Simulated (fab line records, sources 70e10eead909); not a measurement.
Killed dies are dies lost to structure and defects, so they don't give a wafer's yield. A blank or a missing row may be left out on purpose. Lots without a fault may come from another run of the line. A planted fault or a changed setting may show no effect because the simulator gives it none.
Which tool did it? | flow nand_harc | 12 lots, 36 wafers sampled, at 5 steps of a route of 1302

WHAT THE GAUGES READ, wafer by wafer
NHARC_P_M0_INSPECT_27. Usual: raw_defect_count 304, standard deviation 110.
lot  | measured     | on                | raw_defect_count | flag
L878 | day 6 08:32  | defect_inspect-01 | 278 182 223      |
L880 | day 6 22:07  | defect_inspect-02 | 243 209 168      |
L882 | day 7 22:38  | defect_inspect-02 | 412 305 263      |
L883 | day 8 03:57  | defect_inspect-01 | 200 380 197      |
L885 | day 9 07:02  | defect_inspect-02 | 221 118 245      |
L886 | day 9 11:49  | defect_inspect-02 | 206 227 309      |
L888 | day 10 11:00 | defect_inspect-02 | 484 378 408      |
L892 | day 12 10:22 | defect_inspect-02 | 419 256 2482     | OFF
L895 | day 13 06:05 | defect_inspect-01 | 146 268 2391     | OFF
L897 | day 14 01:38 | defect_inspect-01 | 266 320 205      |
L900 | day 15 10:17 | defect_inspect-02 | 465 385 385      |
L901 | day 15 20:03 | defect_inspect-02 | 285 240 473      |

NHARC_END_SORT_01. Usual: defect_limited_yield 91.2 %, standard deviation 2.6; killed_at_array 55, standard deviation 17; killed_at_other 0.9, standard deviation 1.2; killed_at_periphery 3.7, standard deviation 2.5; killed_dies 59, standard deviation 18; killed_open 3.4, standard deviation 1.9; killed_short 2.6, standard deviation 1.6; sort_bin_2_pct 3.1 %, standard deviation 1.2; sort_bin_3_pct 0.7 %, standard deviation 0.4; sort_bin_4_pct 4.9 %, standard deviation 1.4; sort_n_pass 618, standard deviation 18; sort_rim_yield_pct 93 %, standard deviation 3.7; sort_yield_pct 91.2 %, standard deviation 2.6.
lot  | measured     | on        | defect_limited_yield (%) | killed_at_array | killed_at_other | killed_at_periphery | killed_dies | killed_open | killed_short | sort_bin_2_pct (%) | sort_bin_3_pct (%) | sort_bin_4_pct (%) | sort_n_pass | sort_rim_yield_pct (%) | sort_yield_pct (%) | flag
L878 | day 24 10:16 | prober-01 | 89.5 91.4 91.9           | 64 55 52        | 1 0 2           | 6 3 1               | 71 58 55    | 7 5 3       | 4 1 5        | 4.1 3.1 2.4        | 0.9 0.9 0.6        | 5.5 4.6 5.2        | 606 619 622 | 99 90 93               | 89.5 91.4 91.9     |
L880 | day 24 20:43 | prober-01 | 92.9 92.2 94.2           | 38 44 35        | 2 1 0           | 8 8 4               | 48 53 39    | 6 1 3       | 4 1 3        | 2.7 2.1 1.2        | 0.3 0.3 1.0        | 4.1 5.5 3.5        | 629 624 638 | 89 91 89               | 92.9 92.2 94.2     |
L882 | day 27 14:11 | prober-02 | 88.8 89.2 89.5           | 73 71 70        | 0 0 0           | 3 2 1               | 76 73 71    | 4 3 10      | 3 1 2        | 4.1 3.5 4.3        | 1.5 1.5 0.6        | 5.6 5.8 5.6        | 601 604 606 | 90 96 91               | 88.8 89.2 89.5     |
L883 | day 27 01:24 | prober-01 | 96.2 96.2 96.5           | 24 23 22        | 0 0 0           | 2 3 2               | 26 26 24    | 0 5 7       | 4 5 3        | 0.7 0.7 1.2        | 0 0 0.1            | 3.1 3.1 2.2        | 651 651 653 | 97 96 95               | 96.2 96.2 96.5     |
L885 | day 27 16:14 | prober-01 | 88.5 88.0 88.6           | 75 81 75        | 1 0 0           | 2 0 2               | 78 81 77    | 2 2 2       | 1 3 2        | 4.6 4.3 4.4        | 1.0 0.9 1.0        | 5.9 6.8 5.9        | 599 596 600 | 97 98 89               | 88.5 88.0 88.6     |
L886 | day 27 20:23 | prober-02 | 95.3 94.8 95.9           | 30 31 25        | 1 1 3           | 1 3 0               | 32 35 28    | 2 2 4       | 1 1 1        | 1.5 1.6 1.6        | 0.3 0 0.1          | 3.0 3.5 2.4        | 645 642 649 | 91 100 98              | 95.3 94.8 95.9     |
L888 | day 28 17:29 | prober-02 | 94.4 94.5 95.3           | 37 30 29        | 0 2 0           | 1 5 3               | 38 37 32    | 2 4 3       | 3 4 1        | 1.9 2.1 1.3        | 0.4 0.1 0.4        | 3.2 3.2 3.0        | 639 640 645 | 96 93 89               | 94.4 94.5 95.3     |
L892 | day 30 10:31 | prober-01 | 92.3 92.2 0              | 50 46 53        | 0 0 0           | 2 7 624             | 52 53 677   | 4 0 5       | 4 3 1        | 3.0 2.8 3.2        | 0.7 0.6 91.9       | 4.0 4.4 4.9        | 625 624 0   | 96 95 0                | 92.3 92.2 0        | OFF
L895 | day 31 12:11 | prober-01 | 86.6 90.0 0              | 87 65 76        | 0 0 0           | 4 3 601             | 91 68 677   | 3 1 6       | 3 1 2        | 5.2 4.0 3.4        | 0.1 0.6 89.7       | 8.1 5.5 6.9        | 586 609 0   | 96 92 0                | 86.6 90.0 0        | OFF
L897 | day 32 01:34 | prober-02 | 86.0 89.2 87.1           | 89 72 82        | 1 0 0           | 5 1 5               | 95 73 87    | 5 0 5       | 8 4 6        | 4.7 3.5 3.7        | 1.0 1.5 1.6        | 8.3 5.8 7.5        | 582 604 590 | 94 87 94               | 86.0 89.2 87.1     |
L900 | day 33 13:16 | prober-01 | 89.7 89.1 89.1           | 66 70 69        | 1 1 0           | 3 3 5               | 70 74 74    | 4 3 4       | 3 2 5        | 4.4 5.0 4.0        | 0.6 0.3 1.0        | 5.3 5.6 5.9        | 607 603 603 | 91 88 90               | 89.7 89.1 89.1     |
L901 | day 34 06:31 | prober-01 | 95.3 94.7 92.9           | 30 34 47        | 0 1 0           | 2 1 1               | 32 36 48    | 3 3 2       | 3 3 4        | 1.6 1.8 2.7        | 0.4 0.3 0.3        | 2.7 3.2 4.1        | 645 641 629 | 91 91 100              | 95.3 94.7 92.9     |

WHICH TOOL RAN EACH LOT (tool, then ch and the chambers of the sampled wafers, then the start)
lot  | NHARC_P_M0_STRIP_18                | NHARC_P_M0_DEGAS_28          | NHARC_P_M0_CMP_23
L878 | rie_diel-01 ch 0,1,2, day 6 06:29  | pvd_sputter-02, day 6 06:59  | cmp-03 ch 0,1, day 6 08:05
L880 | rie_diel-01 ch 2,3, day 6 20:01    | pvd_sputter-01, day 6 20:34  | cmp-02 ch 0,3, day 6 21:39
L882 | rie_diel-13 ch 0,1, day 7 20:33    | pvd_sputter-03, day 7 21:05  | cmp-04 ch 1,2, day 7 22:10
L883 | rie_diel-01 ch 0,2, day 8 01:34    | pvd_sputter-02, day 8 02:07  | cmp-02 ch 0,2, day 8 03:30
L885 | rie_diel-13 ch 0,1, day 9 04:55    | pvd_sputter-01, day 9 05:29  | cmp-04 ch 1,3, day 9 06:35
L886 | rie_diel-06 ch 0,1,2, day 9 09:44  | pvd_sputter-01, day 9 10:13  | cmp-02 ch 0,2,3, day 9 11:19
L888 | rie_diel-13 ch 0,2,3, day 10 08:48 | pvd_sputter-02, day 10 09:20 | cmp-03 ch 0,1,2, day 10 10:32
L892 | rie_diel-13 ch 0,1,3, day 12 08:19 | pvd_sputter-02, day 12 08:50 | cmp-02 ch 2,3, day 12 09:55
L895 | rie_diel-01 ch 0,1,2, day 13 04:01 | pvd_sputter-02, day 13 04:31 | cmp-02 ch 1,2,3, day 13 05:36
L897 | rie_diel-01 ch 0,3, day 13 23:33   | pvd_sputter-01, day 14 00:04 | cmp-03 ch 0,2,3, day 14 01:15
L900 | rie_diel-06 ch 0,1,2, day 15 08:13 | pvd_sputter-01, day 15 08:44 | cmp-04 ch 0,1, day 15 09:51
L901 | rie_diel-13 ch 0,1,3, day 15 17:38 | pvd_sputter-02, day 15 18:11 | cmp-04 ch 1,2,3, day 15 19:37
- NHARC_P_M0_STRIP_18: strips in N2/H2.
- NHARC_P_M0_DEGAS_28: time 60 s.
- NHARC_P_M0_CMP_23: polishes, t overpolish 20 s, target thk 117.54 nm.

WHAT THE TOOLS THEMSELVES READ (means of the sampled wafers that have a number; where no wafer has one, the mark that the record gives instead)
NHARC_P_M0_STRIP_18. Usual: drypump_motor_current_A 5.7 A, standard deviation 0.51; h2_flow_sccm 150.0 sccm, standard deviation 0.45; mfc_ar_sccm 0.018 sccm, standard deviation 0.014; oes_product_au 1.000 a.u., standard deviation 0.012; rf_fwd_power_W 997 W, standard deviation 3.2; rf_vpp_V 90.7 V, standard deviation 0.89; showerhead_plenum_p_Torr 2.04 Torr, standard deviation 0.057; throttle_valve_pct 14.172 %, standard deviation 0.0089.
lot  | tool        | drypump_motor_current_A (A) | h2_flow_sccm (sccm) | mfc_ar_sccm (sccm) | oes_product_au (a.u.) | rf_fwd_power_W (W) | rf_vpp_V (V) | showerhead_plenum_p_Torr (Torr) | throttle_valve_pct (%) | flag
L878 | rie_diel-01 | 5.4                         | 149.8               | 0.014              | 1.016                 | 996                | 90.9         | 2.04                            | 14.165                 |
L880 | rie_diel-01 | 5.3                         | 150.0               | 0.015              | 1.015                 | 996                | 90.0         | 2.06                            | 14.178                 |
L882 | rie_diel-13 | 5.6                         | 149.7               | 0.014              | 1.006                 | 997                | 91.1         | 2.03                            | 14.172                 |
L883 | rie_diel-01 | 5.6                         | 150.2               | 0.015              | 1.015                 | 998                | 90.4         | 2.04                            | 14.175                 |
L885 | rie_diel-13 | 5.5                         | 150.0               | 0.020              | 1.004                 | 999                | 91.4         | 2.05                            | 14.170                 |
L886 | rie_diel-06 | 5.6                         | 149.7               | 0.017              | 0.997                 | 996                | 91.5         | 2.04                            | 14.176                 |
L888 | rie_diel-13 | 5.8                         | 150.0               | 0.025              | 0.990                 | 995                | 90.3         | 2.04                            | 14.177                 |
L892 | rie_diel-13 | 5.8                         | 149.7               | 0.019              | 1.001                 | 997                | 91.7         | 2.03                            | 14.173                 |
L895 | rie_diel-01 | 5.5                         | 149.6               | 0.014              | 1.007                 | 999                | 90.6         | 2.02                            | 14.170                 |
L897 | rie_diel-01 | 6.1                         | 150.4               | 0.000              | 1.002                 | 998                | 89.3         | 1.98                            | 14.170                 |
L900 | rie_diel-06 | 5.6                         | 149.8               | 0.017              | 0.991                 | 1002               | 90.8         | 2.04                            | 14.167                 |
L901 | rie_diel-13 | 5.8                         | 149.9               | 0.019              | 1.001                 | 997                | 90.6         | 2.03                            | 14.163                 |

NHARC_P_M0_DEGAS_28. Usual: heater_power_w 336 W, standard deviation 36.
lot  | tool           | heater_power_w (W) | flag
L878 | pvd_sputter-02 | 352                |
L880 | pvd_sputter-01 | 356                |
L882 | pvd_sputter-03 | 334                |
L883 | pvd_sputter-02 | 338                |
L885 | pvd_sputter-01 | 336                |
L886 | pvd_sputter-01 | 319                |
L888 | pvd_sputter-02 | 332                |
L892 | pvd_sputter-02 | 343                |
L895 | pvd_sputter-02 | 342                |
L897 | pvd_sputter-01 | 317                |
L900 | pvd_sputter-01 | 324                |
L901 | pvd_sputter-02 | 348                |

NHARC_P_M0_CMP_23. Usual: motor_current_A 12.0 A, standard deviation 1.2; time_to_endpoint_s 29 s, standard deviation 3.5.
lot  | tool   | motor_current_A (A) | time_to_endpoint_s (s) | flag
L878 | cmp-03 | 12.4                | 27                     |
L880 | cmp-02 | 11.8                | 28                     |
L882 | cmp-04 | 10.8                | 26                     |
L883 | cmp-02 | 12.7                | 31                     |
L885 | cmp-04 | 10.6                | 24                     |
L886 | cmp-02 | 11.9                | 33                     |
L888 | cmp-03 | 13.3                | 33                     |
L892 | cmp-02 | 10.5                | 29                     |
L895 | cmp-02 | 11.7                | 31                     |
L897 | cmp-03 | 12.2                | 30                     |
L900 | cmp-04 | 10.5                | 24                     |
L901 | cmp-04 | 11.1                | 28                     |

THE ANSWER, worked out from the rows above alone
Rule: a lot is off if the mean of its wafers that have a number lies more than 3 standard deviations from the usual mean. A lot without any number at a reading at which 4 lots or more have one is off too. The other lots that the step has rows for count as sound. The gauges are gone through in route order, then the tools' own readings, and for those a lot's mean is taken as printed above. The first step at which some lot is off is used, and at that step the reading that is off furthest; a lot without a number counts as furthest.
Off: L892, L895, at NHARC_P_M0_INSPECT_27 (raw_defect_count).
A tool fits if, at a process step before that reading, it ran every lot that is off, and no sound lot after the first of them. The gauges at NHARC_P_M0_INSPECT_27 aren't tried: what is off there is off at NHARC_END_SORT_01 too, on other tools, and a gauge's error can't cause that. One fits: cmp-02 at NHARC_P_M0_CMP_23. Its last sound lot is L886 (day 9 11:19), its first lot that is off L892 (day 12 09:55): a fault that began between those two fits.

WHAT THE SIMULATOR HAD PUT IN
Process parameter drift: cmp-02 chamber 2, from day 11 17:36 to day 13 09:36, at NHARC_P_M0_CMP_23. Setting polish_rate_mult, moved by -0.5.
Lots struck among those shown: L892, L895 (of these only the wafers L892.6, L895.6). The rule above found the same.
